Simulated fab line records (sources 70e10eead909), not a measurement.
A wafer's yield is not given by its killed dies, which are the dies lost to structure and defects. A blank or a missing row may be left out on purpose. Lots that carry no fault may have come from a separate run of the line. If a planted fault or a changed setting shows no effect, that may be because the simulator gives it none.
Which tool was responsible? ; flow nandHarc ; 30 wafers from 10 lots sampled at 5 of the route's 1159 steps

WHAT THE GAUGES SHOWED, per wafer
NHARC_END_SORT_01. Usual: defectLimitedYield 95.4 %, standard deviation 1.3; killedAtArray 27, standard deviation 8; killedAtOther 0.8, standard deviation 1.2; killedAtPeriphery 3.3, standard deviation 2.3; killedDies 31, standard deviation 8.8; killedOpen 3.2, standard deviation 2.1; killedShort 2.1, standard deviation 1.4; sort_bin_2_pct 1.4 %, standard deviation 0.55; sort_bin_3_pct 0.25 %, standard deviation 0.2; sort_bin_4_pct 2.9 %, standard deviation 0.92; sortNPass 646, standard deviation 8.8; sortRimYieldPct 95.5 %, standard deviation 2.7; sortYieldPct 95.4 %, standard deviation 1.3.
lot;measured;on;defectLimitedYield (%);killedAtArray;killedAtOther;killedAtPeriphery;killedDies;killedOpen;killedShort;sort_bin_2_pct (%);sort_bin_3_pct (%);sort_bin_4_pct (%);sortNPass;sortRimYieldPct (%);sortYieldPct (%);flag
L498;day 21 03:25;prober-01;96.2 95.6 95.9;24 25 25;1 3 1;1 2 2;26 30 28;3 2 1;1 2 1;1.0 1.6 1.3;0.15 0.30 0.15;2.7 2.5 2.7;651 647 649;98.1 94.3 93.4;96.2 95.6 95.9;
L505;day 22 07:11;prober-02;95.7 95.3 96.2;25 29 25;1 3 0;3 0 1;29 32 26;3 8 4;5 4 0;1.6 1.0 1.0;0.44 0.15 0.44;2.2 3.5 2.4;648 645 651;91.5 94.3 97.2;95.7 95.3 96.2;
L514;day 24 18:07;prober-02;95.3 95.0 95.6;32 32 24;0 1 0;0 1 6;32 34 30;9 3 5;2 4 3;1.5 1.9 1.3;0.15 0.15 0.30;3.1 3.0 2.8;645 643 647;96.2 95.3 97.2;95.3 95.0 95.6;

WHAT TOOL EACH LOT RAN ON (gives the tool, then ch and the chambers of the sampled wafers, and finally the start)
lot;NHARC_P_CONTACT_ETCH_35;NHARC_P_CONTACT_ETCH_18;NHARC_P_CONTACT_ETCH_31;NHARC_P_M0_DEP_00
L493;rieDiel-05 ch 0,1, day 5 20:17;rieDiel-05 ch 0,2,3, day 6 05:46 or earlier;rieDiel-05 ch 0,1,3, day 6 05:46 or earlier;pecvd-04 ch 0,2, day 6 05:46
L497;rieDiel-08 ch 1,2,3, day 7 03:31;rieDiel-08 ch 1,2,3, day 7 08:11 or earlier;rieDiel-08 ch 0,2,3, day 7 08:11 or earlier;pecvd-04 ch 0,1,2, day 7 08:11
L498;rieDiel-09 ch 2,3, day 7 04:02;rieDiel-09 ch 0,1,2, day 7 08:47 or earlier;rieDiel-09 ch 0,2,3, day 7 08:47 or earlier;pecvd-04 ch 1,2, day 7 08:47
L505;rieDiel-05 ch 0,1,2, day 8 20:52;rieDiel-05 ch 1,2, day 8 23:56 or earlier;rieDiel-05 ch 0,1,3, day 8 23:56 or earlier;pecvd-03 ch 0,1, day 8 23:56
L504;rieDiel-08 ch 1,2,3, day 8 21:10;rieDiel-08 ch 0,3, day 9 00:16 or earlier;rieDiel-08 ch 0,3, day 9 00:16 or earlier;pecvd-02 ch 0,2, day 9 00:16
L507;rieDiel-08 ch 0,2, day 9 06:29;rieDiel-08 ch 0,2, day 9 16:56 or earlier;rieDiel-08 ch 0,3, day 9 16:56 or earlier;pecvd-03 ch 0,1,2, day 9 16:56
L509;rieDiel-05 ch 1,2, day 9 22:29;rieDiel-05 ch 0,1, day 10 07:24 or earlier;rieDiel-05 ch 0,3, day 10 07:24 or earlier;pecvd-03 ch 0,1,2, day 10 07:24
L510;rieDiel-05 ch 0,2,3, day 10 02:26;rieDiel-05 ch 0,1,3, day 10 08:02 or earlier;rieDiel-05 ch 0,2,3, day 10 08:02 or earlier;pecvd-03 ch 1,2, day 10 08:02
L514;rieDiel-09 ch 0,2, day 10 19:31;rieDiel-09 ch 0,2,3, day 10 23:00 or earlier;rieDiel-09 ch 0,2, day 10 23:00 or earlier;pecvd-04 ch 0,1, day 10 23:00
L515;rieDiel-08 ch 1,3, day 11 09:59;rieDiel-08 ch 0,1, day 11 16:01 or earlier;rieDiel-08 ch 0,2, day 11 16:01 or earlier;pecvd-03 ch 0,1, day 11 16:01
- NHARC_P_CONTACT_ETCH_35: etches the open film in CF4, target depth 39 nm, time 65 s.
- NHARC_P_CONTACT_ETCH_18: etches the open film in C4F8/O2/Ar, target depth 481 nm, time 240.5 s.
- NHARC_P_CONTACT_ETCH_31: etches the open film in CH3F/O2, target depth 30 nm, time 85.7 s.
- NHARC_P_M0_DEP_00: deposits SiOC, target thk 150 nm.

AS READ BY THE TOOLS THEMSELVES (means over the sampled wafers that have a number; for cases with no such wafer, the mark the record gives instead)
NHARC_P_CONTACT_ETCH_35. Usual: value, then standard deviation, for each; chamberPressureMTorr 50.00 mTorr / 0.062; drypumpMotorCurrentA 5.9 A / 0.55; mfcArSccm 0.003 sccm / 0.0078; oesProductAu 1.001 a.u. / 0.009; rfVppV 151.6 V / 0.95; showerheadPlenumPTorr 1.81 Torr / 0.058; throttleValvePct 13.284 % / 0.0081.
lot;tool;chamberPressureMTorr (mTorr);drypumpMotorCurrentA (A);mfcArSccm (sccm);oesProductAu (a.u.);rfVppV (V);showerheadPlenumPTorr (Torr);throttleValvePct (%);flag
L493;rieDiel-05;49.88;6.3;0.000;1.003;151.5;1.85;13.288;
L497;rieDiel-08;50.00;5.9;0.013;1.006;152.3;1.84;13.278;
L498;rieDiel-09;50.02;6.5;0.000;1.001;149.9;1.69;13.288;
L505;rieDiel-05;50.01;5.9;0.000;1.001;150.9;1.83;13.281;
L504;rieDiel-08;50.05;5.9;0.013;0.999;151.4;1.84;13.280;
L507;rieDiel-08;50.04;5.3;0.001;0.991;151.7;1.83;13.288;
L509;rieDiel-05;50.05;6.1;0.000;0.996;152.6;1.85;13.277;
L510;rieDiel-05;49.96;5.6;0.000;1.003;151.7;1.81;13.281;
L514;rieDiel-09;49.97;6.2;0.000;1.000;150.6;1.72;13.277;
L515;rieDiel-08;50.02;6.1;0.013;1.000;152.0;1.85;13.280;

NHARC_P_CONTACT_ETCH_18. Usual: chamberPressureMTorr 25.001 mTorr, standard deviation 0.022; oesProductAu 0.958 a.u., standard deviation 0.017; rfVppV 981 V, standard deviation 4.5.
lot;tool;chamberPressureMTorr (mTorr);oesProductAu (a.u.);rfVppV (V);flag
L493;rieDiel-05;25.002;0.967;982;
L497;rieDiel-08;25.013;0.974;985;
L498;rieDiel-09;25.002;0.955;975;
L505;rieDiel-05;25.006;0.978;984;
L504;rieDiel-08;25.001;0.949;983;
L507;rieDiel-08;25.000;0.944;983;
L509;rieDiel-05;25.022;0.975;986;
L510;rieDiel-05;24.994;0.968;984;
L514;rieDiel-09;25.003;0.965;975;
L515;rieDiel-08;25.006;0.943;982;

NHARC_P_CONTACT_ETCH_31. Usual: ch3fFlowSccm 50.00 sccm, standard deviation 0.15; chamberPressureMTorr 24.997 mTorr, standard deviation 0.022; drypumpMotorCurrentA 5.9 A, standard deviation 0.54; mfcArSccm 200.1 sccm, standard deviation 0.6; oesProductAu 0.981 a.u., standard deviation 0.013; rfVppV 245.1 V, standard deviation 1.4; showerheadPlenumPTorr 2.51 Torr, standard deviation 0.084; throttleValvePct 20.663 %, standard deviation 0.0084.
lot;tool;ch3fFlowSccm (sccm);chamberPressureMTorr (mTorr);drypumpMotorCurrentA (A);mfcArSccm (sccm);oesProductAu (a.u.);rfVppV (V);showerheadPlenumPTorr (Torr);throttleValvePct (%);flag
L493;rieDiel-05;50.01;25.004;6.1;200.3;0.991;245.7;2.57;20.657;
L497;rieDiel-08;49.99;25.006;5.5;200.0;0.970;246.1;2.56;20.669;
L498;rieDiel-09;50.08;24.982;6.3;200.4;0.991;243.6;2.40;20.671;
L505;rieDiel-05;49.93;25.005;6.2;200.1;0.977;246.3;2.57;20.665;
L504;rieDiel-08;49.96;25.001;5.8;199.3;0.968;245.4;2.58;20.657;
L507;rieDiel-08;50.12;24.988;5.6;200.4;0.990;245.5;2.55;20.653;
L509;rieDiel-05;50.17;24.999;6.0;199.9;0.984;245.4;2.54;20.663;
L510;rieDiel-05;49.86;24.998;5.6;200.2;0.986;245.6;2.52;20.669;
L514;rieDiel-09;50.06;24.998;6.2;200.0;0.994;242.9;2.39;20.666;
L515;rieDiel-08;50.10;25.006;5.3;199.9;0.959;245.0;2.53;20.662;

NHARC_P_M0_DEP_00. Usual: rfFwdPowerW at 598.7 W, with a standard deviation of 1.8.
lot;tool;rfFwdPowerW (W);flag
L493;pecvd-04;597.5;
L497;pecvd-04;630.8;OFF
L498;pecvd-04;630.2;OFF
L505;pecvd-03;598.6;
L504;pecvd-02;599.6;
L507;pecvd-03;598.9;
L509;pecvd-03;598.6;
L510;pecvd-03;598.6;
L514;pecvd-04;601.2;
L515;pecvd-03;600.2;

THE ANSWER, worked out from the rows above alone
Rule: take the mean of a lot's wafers that have a number; if it is more than 3 standard deviations from the usual mean, the lot is off. Also off: a lot with no number at a reading for which 4 or more lots have one. All remaining lots with rows at the step are treated as sound. The gauges are gone through in route order, then the tools' own readings, and for those a lot's mean is taken as printed above. At the first step where some lot is off, the reading lying furthest off is the one used; lots without a number count as furthest.
Off, at NHARC_P_M0_DEP_00 on rfFwdPowerW: L497, L498.
A tool fits if, at that step or a process step before it, it ran every lot that is off, and no sound lot after the first of them. NHARC_P_CONTACT_ETCH_18: start missing for some lots; hours and lot order therefore follow NHARC_P_M0_DEP_00. NHARC_P_CONTACT_ETCH_31: start missing for some lots; hours and lot order therefore follow NHARC_P_M0_DEP_00. Not one of the candidates tried fits.

WHAT THE SIMULATOR HAD PUT IN
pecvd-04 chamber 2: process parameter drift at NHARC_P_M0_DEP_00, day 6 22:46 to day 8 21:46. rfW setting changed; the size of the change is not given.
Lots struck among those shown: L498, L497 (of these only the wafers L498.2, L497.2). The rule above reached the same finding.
